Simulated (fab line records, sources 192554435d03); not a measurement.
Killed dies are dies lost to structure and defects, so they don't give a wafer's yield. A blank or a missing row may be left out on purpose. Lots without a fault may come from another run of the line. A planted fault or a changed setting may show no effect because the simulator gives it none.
Which tool did it? | flow n5_finfet | 8 lots, 24 wafers sampled, at 5 steps of a route of 1938

WHAT THE GAUGES READ, wafer by wafer
N5_BEOL_M4_RC_MEAS_101. Usual: DIBL_N 35.7 mV/V, standard deviation 1.3; DIBL_P 36.0 mV/V, standard deviation 1.6; IOFF_N 0.154 nA/um, standard deviation 0.025; IOFF_P 0.21 nA/um, standard deviation 0.034; ION_N 675 uA/um, standard deviation 9.7; ION_P 465 uA/um, standard deviation 7.4; SS_N 71.3 mV/dec, standard deviation 0.55; SS_P 73.1 mV/dec, standard deviation 0.52; VT_N 250 mV, standard deviation 3; VT_P -249 mV, standard deviation 3.6.
lot  | measured     | on        | DIBL_N (mV/V)  | DIBL_P (mV/V)  | IOFF_N (nA/um)    | IOFF_P (nA/um) | ION_N (uA/um) | ION_P (uA/um) | SS_N (mV/dec)  | SS_P (mV/dec)  | VT_N (mV)   | VT_P (mV)      | flag
L353 | day 7 23:34  | prober-01 | 37.3 35.8 37.5 | 39.0 37.3 39.4 | 0.199 0.157 0.190 | 0.25 0.22 0.26 | 697 682 674   | 474 469 464   | 71.6 71.3 72.0 | 73.8 72.9 73.9 | 244 247 244 | -248 -248 -248 |
L354 | day 8 07:26  | prober-01 | 33.9 33.9 33.6 | 34.2 34.5 34.4 | 0.125 0.125 0.123 | 0.19 0.19 0.18 | 661 667 663   | 463 458 451   | 71.2 70.9 70.6 | 72.3 73.0 72.5 | 254 254 254 | -249 -251 -253 |
L361 | day 9 22:42  | prober-02 | 35.1 36.6 37.6 | 36.7 37.7 38.1 | 0.166 0.178 0.195 | 0.24 0.27 0.27 | 680 664 675   | 470 464 462   | 71.2 71.4 72.4 | 73.1 73.4 73.2 | 250 251 248 | -246 -242 -247 |
L365 | day 10 20:22 | prober-01 | 35.5 37.2 36.6 | 34.5 36.2 35.7 | 0.131 0.157 0.153 | 0.17 0.20 0.18 | 669 670 685   | 456 454 458   | 70.7 71.0 71.5 | 74.0 73.5 74.0 | 254 250 249 | -256 -255 -255 |
L372 | day 12 22:46 | prober-02 | 36.7 35.3 38.0 | 37.0 35.0 37.8 | 0.177 0.153 0.212 | 0.22 0.19 0.23 | 680 665 674   | 462 452 455   | 71.6 71.6 72.3 | 74.1 72.9 74.4 | 248 251 246 | -251 -253 -250 |
L373 | day 13 06:55 | prober-02 | 35.4 34.2 34.8 | 35.9 33.1 33.6 | 0.163 0.129 0.144 | 0.22 0.19 0.19 | 693 667 674   | 468 460 466   | 71.5 71.2 71.2 | 73.4 72.6 71.9 | 246 252 248 | -249 -250 -250 |
L374 | day 13 18:19 | prober-02 | 35.3 39.4 35.3 | 33.8 39.1 34.4 | 0.121 0.195 0.121 | 0.15 0.21 0.14 | 671 680 668   | 453 454 449   | 70.8 71.6 70.8 | 72.5 73.3 72.3 | 254 249 254 | -256 -251 -262 |
L375 | day 13 16:16 | prober-01 | 35.1 36.5 37.9 | 33.1 34.6 36.6 | 0.124 0.139 0.169 | 0.19 0.22 0.24 | 674 666 680   | 470 469 476   | 70.4 71.8 71.0 | 71.9 71.9 73.1 | 252 251 245 | -249 -246 -246 |

WHICH TOOL RAN EACH LOT (tool, then ch and the chambers of the sampled wafers, then the start)
lot  | N5_BEOL_M2_ETCH_74                 | N5_BEOL_M2_ETCH_64                 | N5_BEOL_M2_HM_OPEN_17             | N5_BEOL_M2_ETCH_69
L353 | rie_diel-01 ch 1,2,3, day 6 12:02  | rie_diel-01 ch 1,2,3, day 6 12:05  | rie_metal-02 ch 0,1, day 6 12:15  | rie_diel-04 ch 0,2, day 6 13:50
L354 | rie_diel-01 ch 1,2, day 7 03:49    | rie_diel-01 ch 1,2, day 7 03:53    | rie_metal-02 ch 0,1, day 7 04:08  | rie_diel-03 ch 0,3, day 7 05:04
L361 | rie_diel-04 ch 2,3, day 8 11:43    | rie_diel-04 ch 2,3, day 8 11:46    | rie_metal-02 ch 1, day 8 11:56    | rie_diel-03 ch 0,1,3, day 8 12:46
L365 | rie_diel-01 ch 0,3, day 9 11:17    | rie_diel-01 ch 0,3, day 9 11:20    | rie_metal-02 ch 0,1, day 9 11:30  | rie_diel-04 ch 0,2, day 9 12:26
L372 | rie_diel-01 ch 0,2,3, day 11 19:14 | rie_diel-01 ch 0,2,3, day 11 19:17 | rie_metal-02 ch 1, day 11 19:28   | rie_diel-03 ch 2,3, day 11 20:16
L373 | rie_diel-04 ch 1,2,3, day 11 21:27 | rie_diel-04 ch 1,2,3, day 11 21:30 | rie_metal-03 ch 0,1, day 11 21:40 | rie_diel-03 ch 0,2,3, day 11 22:23
L374 | rie_diel-03 ch 0,1,2, day 12 00:38 | rie_diel-03 ch 0,1,2, day 12 00:41 | rie_metal-02 ch 0,1, day 12 00:51 | rie_diel-03 ch 0,1,3, day 12 01:43
L375 | rie_diel-04 ch 2,3, day 12 05:55   | rie_diel-04 ch 2,3, day 12 05:58   | rie_metal-01 ch 0,1, day 12 06:08 | rie_diel-03 ch 2,3, day 12 07:27
- N5_BEOL_M2_ETCH_74: etches underlayer in N2/H2, target depth 6.5 nm, time 5.2 s.
- N5_BEOL_M2_ETCH_64: etches SOC in N2/H2, target depth 75 nm, overetch 22.5 nm, time 121.9 s.
- N5_BEOL_M2_HM_OPEN_17: chemistry Cl2/BCl3, target TiN, target depth 20 nm, overetch 6 nm.
- N5_BEOL_M2_ETCH_69: etches SiARC in CF4, target depth 15.6 nm, time 26 s.

WHAT THE TOOLS THEMSELVES READ (means of the sampled wafers that have a number; where no wafer has one, the mark that the record gives instead)
N5_BEOL_M2_ETCH_74. Usual: bias_w 150.0 W, standard deviation 0.43; drypump_motor_current_A 5.8 A, standard deviation 0.41; etch_rf_on_time_s 5.19 s, standard deviation 0.092; h2_flow_sccm 200.0 sccm, standard deviation 0.66; n2_flow_sccm 200.0 sccm, standard deviation 0.63; oes_product_au 0.67 a.u., standard deviation 0.073; rf_vpp_V 523.6 V, standard deviation 2.3; showerhead_plenum_p_Torr 2.53 Torr, standard deviation 0.065; throttle_valve_pct 17.82 %, standard deviation 0.27.
lot  | tool        | bias_w (W) | drypump_motor_current_A (A) | etch_rf_on_time_s (s) | h2_flow_sccm (sccm) | n2_flow_sccm (sccm) | oes_product_au (a.u.) | rf_vpp_V (V) | showerhead_plenum_p_Torr (Torr) | throttle_valve_pct (%) | flag
L353 | rie_diel-01 | 149.9      | 6.3                         | 5.11                  | 200.2               | 200.4               | 0.75                  | 527.4        | 2.61                            | 17.87                  |
L354 | rie_diel-01 | 149.9      | 6.3                         | 5.08                  | 199.6               | 199.8               | 0.69                  | 523.8        | 2.55                            | 18.11                  |
L361 | rie_diel-04 | 149.8      | 5.4                         | 5.27                  | 199.3               | 200.6               | 0.63                  | 521.0        | 2.43                            | 17.56                  |
L365 | rie_diel-01 | 149.8      | 5.9                         | 5.12                  | 200.3               | 199.8               | 0.69                  | 527.0        | 2.59                            | 17.55                  |
L372 | rie_diel-01 | 150.1      | 6.2                         | 5.13                  | 200.5               | 200.0               | 0.67                  | 523.7        | 2.58                            | 17.82                  |
L373 | rie_diel-04 | 150.2      | 5.6                         | 5.21                  | 200.7               | 200.6               | 0.68                  | 523.0        | 2.49                            | 17.57                  |
L374 | rie_diel-03 | 149.9      | 6.0                         | 5.20                  | 199.7               | 200.6               | 0.73                  | 524.7        | 2.50                            | 17.66                  |
L375 | rie_diel-04 | 149.7      | 5.8                         | 5.18                  | 200.4               | 199.5               | 0.63                  | 520.7        | 2.43                            | 17.55                  |

N5_BEOL_M2_ETCH_64. Usual: bias_w 150.0 W, standard deviation 0.47; drypump_motor_current_A 5.8 A, standard deviation 0.41; h2_flow_sccm 199.9 sccm, standard deviation 0.6; n2_flow_sccm 200.0 sccm, standard deviation 0.58; oes_product_au 0.60 a.u., standard deviation 0.062; rf_vpp_V 523.6 V, standard deviation 2; showerhead_plenum_p_Torr 2.53 Torr, standard deviation 0.065; throttle_valve_pct 17.78 %, standard deviation 0.27.
lot  | tool        | bias_w (W) | drypump_motor_current_A (A) | h2_flow_sccm (sccm) | n2_flow_sccm (sccm) | oes_product_au (a.u.) | rf_vpp_V (V) | showerhead_plenum_p_Torr (Torr) | throttle_valve_pct (%) | flag
L353 | rie_diel-01 | 149.8      | 6.3                         | 199.8               | 200.3               | 0.66                  | 525.9        | 2.61                            | 17.81                  |
L354 | rie_diel-01 | 150.2      | 6.3                         | 199.5               | 200.2               | 0.61                  | 524.4        | 2.55                            | 18.07                  |
L361 | rie_diel-04 | 150.1      | 5.3                         | 199.9               | 199.8               | 0.56                  | 520.8        | 2.43                            | 17.50                  |
L365 | rie_diel-01 | 150.2      | 5.9                         | 199.2               | 200.2               | 0.62                  | 525.3        | 2.59                            | 17.51                  |
L372 | rie_diel-01 | 150.1      | 6.2                         | 200.2               | 199.9               | 0.60                  | 525.1        | 2.58                            | 17.78                  |
L373 | rie_diel-04 | 149.9      | 5.6                         | 200.0               | 199.8               | 0.61                  | 522.4        | 2.49                            | 17.53                  |
L374 | rie_diel-03 | 150.0      | 6.0                         | 200.7               | 200.3               | 0.65                  | 522.2        | 2.50                            | 17.61                  |
L375 | rie_diel-04 | 150.0      | 5.8                         | 199.7               | 200.5               | 0.56                  | 520.6        | 2.43                            | 17.51                  |

N5_BEOL_M2_HM_OPEN_17. Usual: drypump_motor_current_A 5.9 A, standard deviation 0.6; he_backside_leak_sccm 3.5 sccm, standard deviation 0.33; oes_product_au 0.61 a.u., standard deviation 0.079; throttle_valve_pct 22.13 %, standard deviation 0.11.
lot  | tool         | drypump_motor_current_A (A) | he_backside_leak_sccm (sccm) | oes_product_au (a.u.) | throttle_valve_pct (%) | flag
L353 | rie_metal-02 | 6.4                         | 3.3                          | 0.66                  | 22.02                  |
L354 | rie_metal-02 | 6.2                         | 3.4                          | 0.63                  | 22.01                  |
L361 | rie_metal-02 | 6.1                         | 3.3                          | 0.62                  | 21.99                  |
L365 | rie_metal-02 | 6.3                         | 3.3                          | 0.63                  | 22.03                  |
L372 | rie_metal-02 | 6.1                         | 3.3                          | 0.60                  | 22.01                  |
L373 | rie_metal-03 | 5.8                         | 3.3                          | 0.74                  | 22.06                  |
L374 | rie_metal-02 | 6.2                         | 3.3                          | 0.61                  | 22.04                  |
L375 | rie_metal-01 | 5.6                         | 3.6                          | 0.60                  | 22.25                  |

N5_BEOL_M2_ETCH_69. Usual: bias_w 36.00 W, standard deviation 0.1; drypump_motor_current_A 5.8 A, standard deviation 0.4; etch_rf_on_time_s 25.9 s, standard deviation 0.36; oes_product_au 0.68 a.u., standard deviation 0.076; rf_vpp_V 184.0 V, standard deviation 1.1; showerhead_plenum_p_Torr 2.14 Torr, standard deviation 0.056; throttle_valve_pct 15.58 %, standard deviation 0.25.
lot  | tool        | bias_w (W) | drypump_motor_current_A (A) | etch_rf_on_time_s (s) | oes_product_au (a.u.) | rf_vpp_V (V) | showerhead_plenum_p_Torr (Torr) | throttle_valve_pct (%) | flag
L353 | rie_diel-04 | 36.01      | 5.2                         | 26.4                  | 0.64                  | 183.0        | 2.06                            | 15.52                  |
L354 | rie_diel-03 | 36.08      | 5.8                         | 25.4                  | 0.72                  | 184.1        | 2.13                            | 15.47                  |
L361 | rie_diel-03 | 37.75      | 5.7                         | 25.8                  | 0.65                  | 190.0        | 2.14                            | 15.70                  | OFF
L365 | rie_diel-04 | 36.11      | 5.2                         | 26.4                  | 0.63                  | 184.1        | 2.06                            | 15.56                  |
L372 | rie_diel-03 | 35.90      | 5.5                         | 26.0                  | 0.75                  | 185.4        | 2.18                            | 15.46                  |
L373 | rie_diel-03 | 35.95      | 5.8                         | 25.9                  | 0.72                  | 183.1        | 2.14                            | 15.45                  |
L374 | rie_diel-03 | 35.95      | 5.7                         | 25.9                  | 0.78                  | 184.2        | 2.13                            | 15.42                  |
L375 | rie_diel-03 | 36.06      | 5.5                         | 25.9                  | 0.74                  | 183.6        | 2.18                            | 15.48                  |

THE ANSWER, worked out from the rows above alone
Rule: a lot is off if the mean of its wafers that have a number lies more than 3 standard deviations from the usual mean. A lot without any number at a reading at which 4 lots or more have one is off too. The other lots that the step has rows for count as sound. The gauges are gone through in route order, then the tools' own readings, and for those a lot's mean is taken as printed above. The first step at which some lot is off is used, and at that step the reading that is off furthest; a lot without a number counts as furthest.
Off: L361, at N5_BEOL_M2_ETCH_69 (bias_w).
A tool fits if, at that step or a process step before it, it ran every lot that is off, and no sound lot after the first of them. None of those tried fits.

WHAT THE SIMULATOR HAD PUT IN
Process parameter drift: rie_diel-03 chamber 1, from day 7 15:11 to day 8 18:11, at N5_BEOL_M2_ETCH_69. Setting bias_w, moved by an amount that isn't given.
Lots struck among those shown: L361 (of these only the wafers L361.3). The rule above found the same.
